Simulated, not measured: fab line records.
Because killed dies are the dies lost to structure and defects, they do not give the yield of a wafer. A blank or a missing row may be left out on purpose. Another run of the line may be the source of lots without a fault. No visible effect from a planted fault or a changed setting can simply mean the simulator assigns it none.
Chamber matching | flow n5-finfet | rie-diel-04 running N5_SD_EPI_N_ETCH_34: 4 sister chambers
The step etches SiARC in CF4, target depth 45.5 nm, time 75.8 s. 4 wafers are shown with their chamber, then 9 later ones without.

== EACH WAFER AND ITS CHAMBER ==
wafer  | chamber | showerhead-plenum-p-Torr (Torr)
L085.6 | 0       | 2.14
L091.2 | 3       | 2.21
L092.1 | 2       | 2.11
L092.5 | 1       | 2.17

== WAFERS MISSING THEIR CHAMBER ==
wafer  | showerhead-plenum-p-Torr (Torr)
L093.2 | 2.11
L093.4 | 2.13
L093.6 | 2.11
L094.2 | 2.11
L094.5 | 2.11
L094.6 | 2.17
L097.1 | 2.13
L097.4 | 2.20
L097.5 | 2.20

== THE CHAMBER EACH PASSED THROUGH ==
wafer  | from the rows above     | in truth
L093.2 | 2                       | 2
L093.4 | can't be placed: 0 or 2 | 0
L093.6 | 2                       | 2
L094.2 | 2                       | 2
L094.5 | 2                       | 2
L094.6 | 1                       | 1
L097.1 | can't be placed: 0 or 2 | 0
L097.4 | 3                       | 3
L097.5 | 3                       | 3
Correctly placed: 7 of 9. Unplaceable from these rows: 2, with the true chamber sitting among the candidates in 2. Wrongly placed: 0.
How it was worked out, from the rows above alone: a wafer's distance from a chamber is the root of the sum, over the readings, of the square of ((its reading less the chamber's mean) divided by the reading's scatter). The wafer belongs to the nearest chamber; if the next one is less than 2 further off, it can't be placed. The mean given for a chamber averages the wafers shown for that chamber. The scatter: with one shown wafer a chamber, the root of the mean of the squares of how far each hidden wafer lies from its nearest shown one.
